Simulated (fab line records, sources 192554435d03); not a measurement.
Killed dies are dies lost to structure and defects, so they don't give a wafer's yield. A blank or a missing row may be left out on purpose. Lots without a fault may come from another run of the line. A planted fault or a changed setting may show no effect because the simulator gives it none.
fab line records | flow n5_finfet
record lots=5 wafers=15 last_day=23
route steps=1938 shown BEOL_M4@1099 BEOL_M5@1112 BEOL_M6@1260 PASSIVATION@1936
lots that met no fault: from a run of the same line without faults
start_h: hours from the record's first day to the start of the lot's first wafer shown | wait_h: hours since the lot's step before | " the same as in the row above | L1.1+2: a row that stands for several wafers | - no value, or no start given | * or withheld: withheld | < > ~ a bound
route shown NAME@n: a module of which the file shows steps, and the number in the route of the first | usual: mean/standard deviation of fault-free wafers | same: alike in all rows | chamber/n: place in a boat | sites: the reading at each site | _std_site: their standard deviation | _edge_site: outer sites' mean less inner sites' | radius_mm: how far each site lies from the wafer's centre | mask NAME#n: copy n | behind: the tool/chamber that last shaped the wafer | hold: why the lot was held/for how many hours/how that ended | device: the transistor (n, p or np) that didn't switch | end of line: the same wafers' tests at the end of the route | a step without rows: its recipe alone | killed: dies lost to structure and defects at the first sort, not the wafer's yield | map: a wafer's dies, x killed, . not, _ none there
set.NAME: the setting as run; set.NAME@STEP: as run at that earlier step | model.NAME: the simulator's own value behind a step, which no gauge read
lots at some steps of the route; a table a step, a row a wafer
services: from which hour (start_h, from the record's first day; less than 0 if before it) a tool's chamber was out of use, for how many hours, and why
## steps
# step N5_BEOL_M4_ANNEAL_95
# recipe temp_c=400 time_s=240 ambient=vacuum
# step N5_BEOL_M4_SPUTTER_96
# recipe material=Cu target_thk_a=45 temp_c=-20 chamber_pressure_pa=0.07 power_w=withheld time_s=8.29
# step N5_BEOL_M4_ECD_50
# recipe material=Cu target_thk_a=3000
# step N5_BEOL_M4_ANNEAL_51
# recipe temp_c=225 time_s=90 ambient=N2
# step N5_BEOL_M4_CMP_52
# recipe stop_on=SiOC t_overpolish_s=6.8 down_force_psi=1 platen_rpm=50 clearing_platen_down_force_psi=1.5 clearing_platen_rpm=50 post_cmp_clean=cu_alkaline target_thk_nm=40 clearing_platen_pad_velocity_m_s=0.99484 pad_velocity_m_s=0.99484
# step N5_BEOL_M4_PRE_CLEAN_60
# recipe gas=NH3/H2 time_s=15 temp_c=* rf_power_w=300
# step N5_BEOL_M4_CO_CAP_55
# recipe material=Co target_thk_a=20 temp_c=200 precursor=CCTBA/H2 pressure_torr=30 time_s=102.1
# step N5_BEOL_M4_PRE_CLEAN_56
# recipe gas=NH3 time_s=15 temp_c=withheld rf_power_w=300
# step N5_BEOL_M4_DEP_57
# recipe material=SiCN target_thk_a=80 temp_c=withheld precursor=3MS/NH3 pressure_torr=3 rf_w=202 time_s=14
# step N5_BEOL_M4_RC_MEAS_101
# usual DIBL_N=35.8/1.6 DIBL_P=35.6/2 IOFF_N=0.15/0.031 IOFF_P=0.20/0.033 ION_N=668/12 ION_P=459/6.8 SS_N=71.4/0.53 SS_P=73.1/0.63 VT_N=250/3.5 VT_P=-251/3
# columns lot.wafer tool chamber start_h wait_h DIBL_N[mV/V] DIBL_P[mV/V] IOFF_N[nA/um] IOFF_P[nA/um] ION_N[uA/um] ION_P[uA/um] SS_N[mV/dec] SS_P[mV/dec] VT_N[mV] VT_P[mV]
L258.4 prober-01 0 332.96 0.5 34.6 33.4 0.13 0.18 659 457 70.7 72.9 254 -252
L258.5 " 0 " " 33.5 33.1 0.12 0.18 665 466 70.1 72.9 253 -252
L258.6 " 0 " " 37.4 36.8 0.18 0.23 676 458 71.3 73.9 250 -249
L254.2 prober-02 0 360.63 0.2 36.1 31.5 0.13 0.17 656 452 71.5 73.6 252 -251
L254.3 " 0 " " 39.3 35.5 0.19 0.23 681 458 72.2 73.8 248 -246
L254.4 " 0 " " 38.8 35.4 0.17 0.22 664 454 71.9 74.1 250 -249
L250.1 prober-01 0 371.44 0.0 34.5 34.6 0.14 0.19 667 460 70.7 72.5 249 -252
L250.3 " 0 " " 36.6 37.1 0.18 0.23 663 452 71.7 72.6 247 -250
L250.5 " 0 " " 36.8 36.0 0.17 0.21 672 456 72.3 73.0 246 -250
L264.1 prober-01 0 404.36 0.0 36.9 35.6 0.16 0.20 670 464 71.4 72.8 250 -251
L264.3 " 0 " " 35.6 33.8 0.13 0.18 666 457 71.0 73.4 252 -255
L264.4 " 0 " " 34.4 32.7 0.12 0.16 667 460 70.5 72.5 254 -253
L267.1 prober-01 0 434.40 0.0 32.8 32.6 0.11 0.16 660 455 70.4 72.5 254 -252
L267.2 " 0 " " 35.2 35.3 0.14 0.20 668 455 71.3 72.8 252 -250
L267.5 " 0 " " 39.1 39.7 0.24 0.28 699 470 71.3 73.7 243 -247
# step N5_BEOL_M5_ILD_DEP_00
# recipe material=SiCOH_lowk target_thk_a=1406.4 temp_c=300 precursor=DEMS/porogen pressure_torr=5 rf_w=500 time_s=25.9
# step N5_BEOL_M5_CURE_79
# recipe temp_c=385 time_s=240 ambient=He/Ar material=SiCOH_lowk
# step N5_BEOL_M5_PECVD_70
# recipe material=SiO2 target_thk_a=160 temp_c=400 precursor=TEOS/O2 pressure_torr=5.5 rf_w=450 teos_flow_sccm=53.8 gas=O2 flow_sccm=3000 time_s=18
# step N5_BEOL_M5_HM_DEP_02
# recipe material=TiN target_thk_a=200 temp_c=25 chamber_pressure_pa=0.49996
# step N5_BEOL_M5_COAT_59
# recipe resist=SOC temp_c=250 time_s=60 spin_rpm=1500 resist_thk_nm=60
# step N5_BEOL_M5_COAT_60
# recipe resist=SiARC temp_c=220 time_s=60 spin_rpm=1500 resist_thk_nm=12
# step N5_BEOL_M5_COAT_71
# recipe resist=underlayer temp_c=205 time_s=60 spin_rpm=1500 resist_thk_nm=5
# step N5_BEOL_M5_COAT_05
# recipe resist=CAR-EUV spin_rpm=1500 resist_thk_nm=30
# step N5_BEOL_M5_EBR_07
# recipe solvent=PGMEA ebr_width_mm=1.5
# step N5_BEOL_M5_SOFTBAKE_06
# recipe temp_c=110 time_s=60 resist=CAR-EUV
# step N5_BEOL_M5_EXPOSE_08
# recipe mask_id=M5 na=0.33 source_shape=annular sigma_inner=0.4 sigma_outer=0.8 polarization=unpolarized target_cd_nm=28 dose_mj=35.75
# step N5_BEOL_M5_PEB_09
# recipe peb_temp_c=100 peb_time_s=60 resist=CAR-EUV
# step N5_BEOL_M5_DEVELOP_10
# recipe develop_time_s=30 developer=TMAH resist=CAR-EUV rinse_liquid=surfactant_rinse dry=air_spin dev_temp_c=23
# step N5_BEOL_M5_DESCUM_16
# recipe chemistry=O2 time_s=7 source_power_w=50 bias_power_w=20 pressure_mtorr=20 rf_frequency_hz=2.712e+07 temp_c=40 resist=CAR-EUV o2_flow_sccm=225
# step N5_BEOL_M5_ETCH_72
# recipe chemistry=N2/H2 target=underlayer target_depth_a=65 mask_material=CAR-EUV time_s=5.2 ion_energy_ev=200 pressure_mtorr=30 source_w=840 bias_w=150 n2_flow_sccm=200 h2_flow_sccm=200 ends=cleared
# step N5_BEOL_M5_ETCH_61
# recipe chemistry=CF4 target=SiARC target_depth_a=156 mask_material=CAR-EUV time_s=26 ion_energy_ev=80 pressure_mtorr=40 source_w=545 bias_w=36 Ar_flow_sccm=100 cf4_flow_sccm=100 ends=cleared
# step N5_BEOL_M5_ETCH_62
# recipe chemistry=N2/H2 target=SOC target_depth_a=750 overetch_a=150 mask_material=SiARC temp_c=40 time_s=112.5 ion_energy_ev=200 pressure_mtorr=30 source_w=840 bias_w=150 n2_flow_sccm=200 h2_flow_sccm=200
# step N5_BEOL_M5_STRIP_63
# recipe chemistry=N2/H2 temp_c=40 n2_flow_sccm=200 h2_flow_sccm=200 rf_frequency_hz=6e+07
# step N5_BEOL_M5_STRIP_73
# recipe chemistry=N2/H2 temp_c=40 n2_flow_sccm=200 h2_flow_sccm=200 rf_frequency_hz=6e+07
# step N5_BEOL_M5_STRIP_64
# recipe chemistry=CF4 resist=SiARC power_w=300 bias_power_w=75 pressure_mtorr=50 cf4_flow_sccm=150 rf_frequency_hz=6e+07
# step N5_BEOL_M5_HM_OPEN_17
# recipe chemistry=Cl2/BCl3 target_depth_a=200 overetch_a=60 target=TiN mask_material=SOC ion_energy_ev=150 pressure_mtorr=10 icp_w=1000 bias_w=126 Cl2_flow_sccm=53.25 bcl3_flow_sccm=21.75 Ar_flow_sccm=25
# step N5_BEOL_M5_STRIP_19
# recipe chemistry=O2 power_w=400 temp_c=40 pressure_mtorr=30 rf_frequency_hz=6e+07 bias_power_w=0 overash_fraction=0.2 o2_flow_sccm=225
# step N5_BEOL_M5_COAT_65
# recipe resist=SOC temp_c=250 time_s=60 spin_rpm=1500 resist_thk_nm=60
# step N5_BEOL_M5_COAT_66
# recipe resist=SiARC temp_c=220 time_s=60 spin_rpm=1500 resist_thk_nm=12
# step N5_BEOL_M6_DEP_56
# recipe material=SiCN target_thk_a=100 temp_c=withheld precursor=3MS/NH3 pressure_torr=3 rf_w=202 time_s=17.5
# usual chamber_pressure_Torr=3.000/0.0068 rf_fwd_power_W=199.8/0.66 showerhead_plenum_p_Torr=3.666/0.013 throttle_valve_pct=8.9/0.4
# columns lot.wafer tool chamber start_h wait_h chamber_pressure_Torr rf_fwd_power_W showerhead_plenum_p_Torr throttle_valve_pct
L258.4 pecvd-04 2 377.99 0.0 - - - -
L258.5 " 1 " " - - - -
L258.6 " 0 " " - - - -
L254.2 pecvd-04 0 382.63 0.0 - - - -
L254.3 " 2 " " - - - -
L254.4 " 0 " " - - - -
L250.1 pecvd-02 1 393.62 0.0 - - - -
L250.3 " 2 " " - - - -
L250.5 " 2 " " - - - -
L264.1 pecvd-02 2 428.50 0.0 3.000 199.5 3.653 9.2
L264.3 " 0 " " 3.006 200.0 3.672 8.9
L264.4 " 0 " " 3.008 199.8 3.684 8.8
L267.1 pecvd-02 1 459.33 0.0 2.996 200.7 3.668 8.1
L267.2 " 2 " " 2.997 199.9 3.643 9.2
L267.5 " 2 " " 3.010 199.7 3.634 9.2
# step N5_PASSIVATION_PROBE_49
# usual defect_limited_yield=90.7/1.5 killed_at_M0_to_M3=38/11 killed_at_M4_up=15/5.5 killed_at_contacts=12/6 killed_at_front_end=41/11 killed_at_other=3.5/2.7 killed_dies=110/18 killed_on_rim=15/3.6 killed_open=72/13 killed_short=35/8.7 sort_bin_5_function=5.5/1.1 sort_bin_6_memory=3.4/0.63 sort_bin_8_speed=0.01/0.037 sort_n_pass=1070/18 sort_yield_pct=90.7/1.5
# same gross_dies=1180 killed_at_back_side=0 sort_bin_4_leakage[%]=0
# columns lot.wafer tool chamber start_h wait_h defect_limited_yield[%] killed_at_M0_to_M3 killed_at_M4_up killed_at_contacts killed_at_front_end killed_at_other killed_dies killed_on_rim killed_open killed_short sort_bin_5_function[%] sort_bin_6_memory[%] sort_bin_8_speed[%] sort_n_pass sort_yield_pct[%]
L258.4 prober-01 - 474.35 0.2 0 34 1106 7 27 6 1180 152 58 27 96.6 3.0 0 0 0
L258.5 prober-01 - 474.40 0.2 0 35 1103 6 31 5 1180 152 52 38 97.0 2.6 0 0 0
L258.6 prober-01 - 474.45 0.3 0 24 1108 9 37 2 1180 152 52 31 96.8 3.0 0 0 0
L254.2 prober-02 - 474.73 0.1 0 48 1067 14 43 8 1180 152 89 37 95.6 4.3 0 0 0
L254.3 prober-02 - 474.78 0.1 0 61 1074 16 25 4 1180 152 90 40 95.8 3.8 0 0 0
L254.4 prober-02 - 474.83 0.2 0 62 1045 24 45 4 1180 152 101 52 94.7 4.9 0 0 0
L250.1 prober-01 - 496.24 0.0 0 43 1072 15 48 2 1180 152 78 41 95.3 4.2 0 0 0
L250.3 prober-01 - 496.34 0.1 0 34 1103 10 29 4 1180 152 56 29 97.2 2.5 0 0 0
L250.5 prober-01 - 496.44 0.2 0 59 1074 11 36 0 1180 152 91 26 96.5 3.5 0 0 0
L264.1 prober-01 - 524.43 0.0 91.1 45 15 8 34 3 105 9 71 33 5.7 3.2 0 1075 91.1
L264.3 prober-01 - 524.53 0.1 90.2 50 14 9 39 4 116 19 87 28 6.4 3.3 0 1064 90.2
L264.4 prober-01 - 524.58 0.2 87.8 59 15 19 49 2 144 20 93 49 7.4 4.3 0 1036 87.8
L267.1 prober-01 - 554.74 0.0 88.2 49 10 17 61 2 139 18 94 39 6.3 4.6 0 1041 88.2
L267.2 prober-01 - 554.79 0.1 90.2 50 15 8 41 2 116 20 74 33 4.8 3.9 0.08 1064 90.2
L267.5 prober-01 - 554.94 0.2 90.3 63 10 4 33 5 115 14 83 32 5.0 4.5 0 1065 90.3
# killed by level:class
L258.4 BEOL_M6:area_dep=1093 BEOL_M3:geometric_particle:open=13 STI_FIN_REVEAL:geometric_particle:open=8 MOL_CONTACT_COAG:geometric_particle:open=7 BEOL_M0_SAQP:geometric_particle:short=6 BEOL_M2:geometric_particle:open=5 FIN_SAQP:geometric_particle:short=4 DUMMY_GATE:geometric_particle:open=4
L258.5 BEOL_M6:area_dep=1089 FIN_SAQP:geometric_particle:short=9 FIN_SAQP:geometric_particle:open=7 BEOL_M2:geometric_particle:open=7 BEOL_M0_SAQP:geometric_particle:short=6 BEOL_M0_SAQP:geometric_particle:open=6 BEOL_M3:geometric_particle:open=6 GATE_CUT:geometric_particle:short=4
L258.6 BEOL_M6:area_dep=1097 FIN_SAQP:geometric_particle:open=12 BEOL_M3:geometric_particle:open=11 FIN_SAQP:geometric_particle:short=9 BEOL_M0_SAQP:geometric_particle:short=7 MOL_CONTACT_COAG:geometric_particle:open=6 BEOL_M7:geometric_particle:open=6 STI_FIN_REVEAL:geometric_particle:open=5
L254.2 BEOL_M6:area_dep=1052 MOL_CONTACT_COAG:geometric_particle:open=13 BEOL_M2:geometric_particle:open=13 STI_FIN_REVEAL:geometric_particle:open=9 BEOL_M0_SAQP:geometric_particle:short=8 FIN_SAQP:geometric_particle:open=7 FIN_SAQP:geometric_particle:short=7 BEOL_M0_SAQP:geometric_particle:open=7
L254.3 BEOL_M6:area_dep=1049 MOL_CONTACT_COAG:geometric_particle:open=15 BEOL_M0_SAQP:geometric_particle:open=14 BEOL_M4:geometric_particle:open=12 BEOL_M0_SAQP:geometric_particle:short=11 BEOL_M2:geometric_particle:open=9 BEOL_M3:geometric_particle:open=8 FIN_SAQP:geometric_particle:open=6
L254.4 BEOL_M6:area_dep=1024 MOL_CONTACT_COAG:geometric_particle:open=18 BEOL_M0_SAQP:geometric_particle:short=14 BEOL_M2:geometric_particle:open=13 FIN_SAQP:geometric_particle:short=12 BEOL_M0_SAQP:geometric_particle:open=10 BEOL_M3:geometric_particle:open=10 DUMMY_GATE:geometric_particle:open=9
L250.1 BEOL_M6:area_dep=1061 MOL_CONTACT_COAG:geometric_particle:open=14 FIN_SAQP:geometric_particle:open=12 BEOL_M0_SAQP:geometric_particle:short=10 BEOL_M3:geometric_particle:open=9 FIN_SAQP:geometric_particle:short=8 BEOL_M4:geometric_particle:open=7 BEOL_M0:geometric_particle:open=5
L250.3 BEOL_M6:area_dep=1095 BEOL_M2:geometric_particle:open=12 MOL_CONTACT_COAG:geometric_particle:open=8 BEOL_M0_SAQP:geometric_particle:open=6 STI_FIN_REVEAL:geometric_particle:open=5 DUMMY_GATE:geometric_particle:open=5 STI_FIN_REVEAL:geometric_particle:short=4 GATE_CUT:geometric_particle:short=4
L250.5 BEOL_M6:area_dep=1062 BEOL_M2:geometric_particle:open=19 BEOL_M1:geometric_particle:open=12 MOL_CONTACT_COAG:geometric_particle:open=10 BEOL_M0_SAQP:geometric_particle:open=9 DUMMY_GATE:geometric_particle:open=8 BEOL_M3:geometric_particle:open=7 FIN_SAQP:geometric_particle:open=6
L264.1 BEOL_M1:geometric_particle:open=13 FIN_SAQP:geometric_particle:open=10 BEOL_M3:geometric_particle:open=9 BEOL_M4:geometric_particle:open=8 MOL_CONTACT_COAG:geometric_particle:open=7 GATE_CUT:geometric_particle:short=6 BEOL_M2:geometric_particle:open=6 BEOL_M3:geometric_particle:short=5
L264.3 BEOL_M3:geometric_particle:open=14 BEOL_M1:geometric_particle:open=13 FIN_SAQP:geometric_particle:open=12 BEOL_M2:geometric_particle:open=12 FIN_SAQP:geometric_particle:short=9 BEOL_M4:geometric_particle:open=7 STI_FIN_REVEAL:geometric_particle:open=6 MOL_CONTACT_COAG:geometric_particle:open=6
L264.4 BEOL_M3:geometric_particle:open=27 FIN_SAQP:geometric_particle:open=13 MOL_CONTACT_COAG:geometric_particle:open=13 FIN_SAQP:geometric_particle:short=10 BEOL_M0_SAQP:geometric_particle:short=8 BEOL_M4:geometric_particle:open=8 GATE_CUT:geometric_particle:short=7 MOL_CONTACT_COAG:geometric_particle:short=6
L267.1 STI_FIN_REVEAL:geometric_particle:open=20 BEOL_M2:geometric_particle:open=18 BEOL_M3:geometric_particle:open=14 MOL_CONTACT_COAG:geometric_particle:open=12 BEOL_M0_SAQP:geometric_particle:short=7 STI_FIN_REVEAL:geometric_particle:short=6 GATE_CUT:geometric_particle:open=6 HKMG_FIN:area_etch=6
L267.2 BEOL_M3:geometric_particle:open=18 STI_FIN_REVEAL:geometric_particle:open=10 BEOL_M2:geometric_particle:open=9 HKMG_FIN:area_etch=8 BEOL_M4:geometric_particle:open=7 MOL_CONTACT_COAG:geometric_particle:open=7 BEOL_M3:geometric_particle:short=6 FIN_SAQP:geometric_particle:short=5
L267.5 BEOL_M3:geometric_particle:open=25 STI_FIN_REVEAL:geometric_particle:open=14 BEOL_M2:geometric_particle:open=9 BEOL_M0_SAQP:geometric_particle:short=6 BEOL_M1:geometric_particle:open=6 BEOL_M3:geometric_particle:short=6 STI_FIN_REVEAL:geometric_particle:short=5 BEOL_M0_SAQP:geometric_particle:open=5
# map L250.1 (x killed, . not)
_________________xxxxxxxxxxxx________________
______________xxxxxxxxxxxxxxxxxx_____________
___________xxxxxxxxxxxxxxxxxxxxxxxx__________
__________xxxxxxxxxxxxxxxxxxxxxxxxxx_________
________xxxxxxxxxxxxxxxxxxxxxxxxxxxxxx_______
_______xxxxxxxxxxxxxxxxxxxxxxxxxxxxxxxx______
______xxxxxxxxxxxxxxxxxxxxxxxxxxxxxxxxxx_____
_____xxxxxxxxxxxxxxxxxxxxxxxxxxxxxxxxxxxx____
____xxxxxxxxxxxxxxxxxxxxxxxxxxxxxxxxxxxxxx___
___xxxxxxxxxxxxxxxxxxxxxxxxxxxxxxxxxxxxxxxx__
___xxxxxxxxxxxxxxxxxxxxxxxxxxxxxxxxxxxxxxxx__
__xxxxxxxxxxxxxxxxxxxxxxxxxxxxxxxxxxxxxxxxxx_
__xxxxxxxxxxxxxxxxxxxxxxxxxxxxxxxxxxxxxxxxxx_
_xxxxxxxxxxxxxxxxxxxxxxxxxxxxxxxxxxxxxxxxxxxx
_xxxxxxxxxxxxxxxxxxxxxxxxxxxxxxxxxxxxxxxxxxxx
_xxxxxxxxxxxxxxxxxxxxxxxxxxxxxxxxxxxxxxxxxxxx
_xxxxxxxxxxxxxxxxxxxxxxxxxxxxxxxxxxxxxxxxxxxx
_xxxxxxxxxxxxxxxxxxxxxxxxxxxxxxxxxxxxxxxxxxxx
_xxxxxxxxxxxxxxxxxxxxxxxxxxxxxxxxxxxxxxxxxxxx
_xxxxxxxxxxxxxxxxxxxxxxxxxxxxxxxxxxxxxxxxxxxx
_xxxxxxxxxxxxxxxxxxxxxxxxxxxxxxxxxxxxxxxxxxxx
__xxxxxxxxxxxxxxxxxxxxxxxxxxxxxxxxxxxxxxxxxx_
__xxxxxxxxxxxxxxxxxxxxxxxxxxxxxxxxxxxxxxxxxx_
___xxxxxxxxxxxxxxxxxxxxxxxxxxxxxxxxxxxxxxxx__
___xxxxxxxxxxxxxxxxxxxxxxxxxxxxxxxxxxxxxxxx__
____xxxxxxxxxxxxxxxxxxxxxxxxxxxxxxxxxxxxxx___
_____xxxxxxxxxxxxxxxxxxxxxxxxxxxxxxxxxxxx____
______xxxxxxxxxxxxxxxxxxxxxxxxxxxxxxxxxx_____
_______xxxxxxxxxxxxxxxxxxxxxxxxxxxxxxxx______
________xxxxxxxxxxxxxxxxxxxxxxxxxxxxxx_______
__________xxxxxxxxxxxxxxxxxxxxxxxxxx_________
___________xxxxxxxxxxxxxxxxxxxxxxxx__________
______________xxxxxxxxxxxxxxxxxx_____________
_________________xxxxxxxxxxxx________________
# map L254.2 (x killed, . not)
_________________xxxxxxxxxxxx________________
______________xxxxxxxxxxxxxxxxxx_____________
___________xxxxxxxxxxxxxxxxxxxxxxxx__________
__________xxxxxxxxxxxxxxxxxxxxxxxxxx_________
________xxxxxxxxxxxxxxxxxxxxxxxxxxxxxx_______
_______xxxxxxxxxxxxxxxxxxxxxxxxxxxxxxxx______
______xxxxxxxxxxxxxxxxxxxxxxxxxxxxxxxxxx_____
_____xxxxxxxxxxxxxxxxxxxxxxxxxxxxxxxxxxxx____
____xxxxxxxxxxxxxxxxxxxxxxxxxxxxxxxxxxxxxx___
___xxxxxxxxxxxxxxxxxxxxxxxxxxxxxxxxxxxxxxxx__
___xxxxxxxxxxxxxxxxxxxxxxxxxxxxxxxxxxxxxxxx__
__xxxxxxxxxxxxxxxxxxxxxxxxxxxxxxxxxxxxxxxxxx_
__xxxxxxxxxxxxxxxxxxxxxxxxxxxxxxxxxxxxxxxxxx_
_xxxxxxxxxxxxxxxxxxxxxxxxxxxxxxxxxxxxxxxxxxxx
_xxxxxxxxxxxxxxxxxxxxxxxxxxxxxxxxxxxxxxxxxxxx
_xxxxxxxxxxxxxxxxxxxxxxxxxxxxxxxxxxxxxxxxxxxx
_xxxxxxxxxxxxxxxxxxxxxxxxxxxxxxxxxxxxxxxxxxxx
_xxxxxxxxxxxxxxxxxxxxxxxxxxxxxxxxxxxxxxxxxxxx
_xxxxxxxxxxxxxxxxxxxxxxxxxxxxxxxxxxxxxxxxxxxx
_xxxxxxxxxxxxxxxxxxxxxxxxxxxxxxxxxxxxxxxxxxxx
_xxxxxxxxxxxxxxxxxxxxxxxxxxxxxxxxxxxxxxxxxxxx
__xxxxxxxxxxxxxxxxxxxxxxxxxxxxxxxxxxxxxxxxxx_
__xxxxxxxxxxxxxxxxxxxxxxxxxxxxxxxxxxxxxxxxxx_
___xxxxxxxxxxxxxxxxxxxxxxxxxxxxxxxxxxxxxxxx__
___xxxxxxxxxxxxxxxxxxxxxxxxxxxxxxxxxxxxxxxx__
____xxxxxxxxxxxxxxxxxxxxxxxxxxxxxxxxxxxxxx___
_____xxxxxxxxxxxxxxxxxxxxxxxxxxxxxxxxxxxx____
______xxxxxxxxxxxxxxxxxxxxxxxxxxxxxxxxxx_____
_______xxxxxxxxxxxxxxxxxxxxxxxxxxxxxxxx______
________xxxxxxxxxxxxxxxxxxxxxxxxxxxxxx_______
__________xxxxxxxxxxxxxxxxxxxxxxxxxx_________
___________xxxxxxxxxxxxxxxxxxxxxxxx__________
______________xxxxxxxxxxxxxxxxxx_____________
_________________xxxxxxxxxxxx________________
## services
# columns tool chamber start_h hours kind
pecvd-02 2 412.23 2.6 repair
pecvd-02 - 430.83 0.7 repair
pecvd-02 0 437.61 12.9 repair
pecvd-02 0 450.51 2.1 scheduled_down
## key
first_sign step=N5_BEOL_M6_DEP_56 reading=tool_record direction=missing
effect step=N5_PASSIVATION_PROBE_49 reading=killed_at_M4_up direction=up sigmas=99+ usual=15 struck=1084
more_kills_born_at N5_BEOL_M6_DEP_56@pecvd-04=6404 N5_BEOL_M6_DEP_56@pecvd-02=3218
met_at N5_BEOL_M6_DEP_56
struck_wafers L250.1,L250.3,L250.5,L254.2,L254.3,L254.4,L258.4,L258.5,L258.6
later_rows_left_out L250.1,L250.3,L250.5,L254.2,L254.3,L254.4,L258.4,L258.5,L258.6
fault kind=skipped_step_whole tool=pecvd-02,pecvd-04 chamber=- onset_h=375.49 steps=N5_BEOL_M6_DEP_56 scope=struck_lots_only
# later_rows_left_out: the simulator's readings of these wafers behind a module that went badly wrong aren't trusted and aren't shown, but for the sort
